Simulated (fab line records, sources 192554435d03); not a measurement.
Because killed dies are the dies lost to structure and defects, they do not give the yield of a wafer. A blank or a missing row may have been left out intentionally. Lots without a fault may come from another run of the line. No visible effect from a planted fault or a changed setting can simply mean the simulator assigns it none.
Which tool did it? / flow n5Finfet / 30 wafers from 10 lots sampled at 5 of the route's 1938 steps

WHAT EACH GAUGE READ, for each wafer
N5_FIN_SAQP_OCD_MEAS_76.
lot=L075; measured=day 2 09:05; on=ocd-01; trenchDepthNm (nm)=118.4 122.2 121.0
lot=L077; measured=day 2 21:15; on=ocd-02; trenchDepthNm (nm)=122.7 118.9 125.8
lot=L079; measured=day 3 09:02; on=ocd-02; trenchDepthNm (nm)=118.0 117.7 118.9
lot=L082; measured=day 4 04:49; on=ocd-01; trenchDepthNm (nm)=119.3 121.0 121.0
lot=L084; measured=day 4 20:25; on=ocd-01; trenchDepthNm (nm)=117.5 118.2 120.2
lot=L087; measured=day 5 12:54; on=ocd-01; trenchDepthNm (nm)=122.8 118.4 119.6
lot=L089; measured=day 5 20:17; on=ocd-02; trenchDepthNm (nm)=118.4 122.1 117.3
lot=L092; measured=day 6 15:27; on=ocd-01; trenchDepthNm (nm)=118.9 119.2 125.4
lot=L094; measured=day 7 02:21; on=ocd-02; trenchDepthNm (nm)=118.9 118.3 119.5
lot=L096; measured=day 7 14:04; on=ocd-01; trenchDepthNm (nm)=126.8 120.8 122.9

TOOL THAT RAN EACH LOT (tool first, then ch and the chambers of the sampled wafers, then the start)
lot=L075; N5_FIN_SAQP_ETCH_51=rieDiel-04 ch 1,2,3, day 2 04:32; N5_FIN_SAQP_SPACER1_ETCHBACK_25=rieDiel-04 ch 0,2,3, day 2 06:47; N5_FIN_SAQP_ETCH_65=rieSi-03 ch 1,2, day 2 07:08; N5_FIN_SAQP_ETCH_69=rieDiel-04 ch 1,2, day 2 07:42
lot=L077; N5_FIN_SAQP_ETCH_51=rieDiel-05 ch 2,3, day 2 16:44; N5_FIN_SAQP_SPACER1_ETCHBACK_25=rieDiel-04 ch 2,3, day 2 18:44; N5_FIN_SAQP_ETCH_65=rieSi-04 ch 2,3, day 2 19:05; N5_FIN_SAQP_ETCH_69=rieDiel-04 ch 1,2,3, day 2 19:52
lot=L079; N5_FIN_SAQP_ETCH_51=rieDiel-02 ch 0,1, day 3 04:32; N5_FIN_SAQP_SPACER1_ETCHBACK_25=rieDiel-02 ch 0,2, day 3 06:19; N5_FIN_SAQP_ETCH_65=rieSi-01 ch 1,2, day 3 06:49; N5_FIN_SAQP_ETCH_69=rieDiel-05 ch 0,1,3, day 3 07:22
lot=L082; N5_FIN_SAQP_ETCH_51=rieDiel-05 ch 1,2, day 3 23:17; N5_FIN_SAQP_SPACER1_ETCHBACK_25=rieDiel-04 ch 0,1,3, day 4 01:47; N5_FIN_SAQP_ETCH_65=rieSi-01 ch 0,1,3, day 4 02:11; N5_FIN_SAQP_ETCH_69=rieDiel-05 ch 2,3, day 4 02:50
lot=L084; N5_FIN_SAQP_ETCH_51=rieDiel-02 ch 0,2,3, day 4 11:05; N5_FIN_SAQP_SPACER1_ETCHBACK_25=rieDiel-04 ch 1,2,3, day 4 14:13; N5_FIN_SAQP_ETCH_65=rieSi-04 ch 0,1, day 4 14:34; N5_FIN_SAQP_ETCH_69=rieDiel-02 ch 1,2,3, day 4 15:07
lot=L087; N5_FIN_SAQP_ETCH_51=rieDiel-02 ch 0,1,3, day 5 06:22; N5_FIN_SAQP_SPACER1_ETCHBACK_25=rieDiel-05 ch 0,2, day 5 09:58; N5_FIN_SAQP_ETCH_65=rieSi-01 ch 2,3, day 5 10:21; N5_FIN_SAQP_ETCH_69=rieDiel-02 ch 0,1,3, day 5 11:07
lot=L089; N5_FIN_SAQP_ETCH_51=rieDiel-04 ch 0,3, day 5 16:03; N5_FIN_SAQP_SPACER1_ETCHBACK_25=rieDiel-05 ch 1,3, day 5 17:52; N5_FIN_SAQP_ETCH_65=rieSi-01 ch 0,1, day 5 18:14; N5_FIN_SAQP_ETCH_69=rieDiel-02 ch 0,1, day 5 18:48
lot=L092; N5_FIN_SAQP_ETCH_51=rieDiel-02 ch 1,2,3, day 6 11:00; N5_FIN_SAQP_SPACER1_ETCHBACK_25=rieDiel-02 ch 0,3, day 6 13:08; N5_FIN_SAQP_ETCH_65=rieSi-01 ch 0,1,3, day 6 13:29; N5_FIN_SAQP_ETCH_69=rieDiel-04 ch 1,2, day 6 14:04
lot=L094; N5_FIN_SAQP_ETCH_51=rieDiel-02 ch 0,3, day 6 22:11; N5_FIN_SAQP_SPACER1_ETCHBACK_25=rieDiel-02 ch 0,1,2, day 7 00:02; N5_FIN_SAQP_ETCH_65=rieSi-03 ch 0,1,2, day 7 00:24; N5_FIN_SAQP_ETCH_69=rieDiel-05 ch 0,1,2, day 7 00:58
lot=L096; N5_FIN_SAQP_ETCH_51=rieDiel-02 ch 1,2,3, day 7 09:30; N5_FIN_SAQP_SPACER1_ETCHBACK_25=rieDiel-05 ch 0,1,3, day 7 11:17; N5_FIN_SAQP_ETCH_65=rieSi-03 ch 0,1,2, day 7 11:39; N5_FIN_SAQP_ETCH_69=rieDiel-02 ch 0,1,2, day 7 12:13
- N5_FIN_SAQP_ETCH_51: etches SiARC in CF4, target depth 45.5 nm, time 75.8 s.
- N5_FIN_SAQP_SPACER1_ETCHBACK_25: etches SiO2 in CHF3/O2, target depth 24.4 nm, time 12.2 s.
- N5_FIN_SAQP_ETCH_65: etches SiO2 in CF4, target depth 4 nm, time 4.4 s.
- N5_FIN_SAQP_ETCH_69: etches SOC in N2/H2, stops on SiNx, target depth 150 nm.

THE ANSWER, worked out from the rows above alone
Rule: what is usual is taken from the lots themselves. Put in order of their means at a reading, lots are off if they are a third of the lots or fewer, leave a main group of 4 or more, and stand apart from it by a gap of 3 or more times the standard deviation of the main group's means; of several such gaps the widest counts. The tables above print the reading to a certain number of digits; a main group whose means all agree to those digits is not used. Also off: a lot with no number at a reading for which 4 or more lots have one. The other lots that the step has rows for count as sound.
Across all readings shown, no lot is off: no conclusion can be drawn from this.

WHAT THE SIMULATOR HAD PUT IN
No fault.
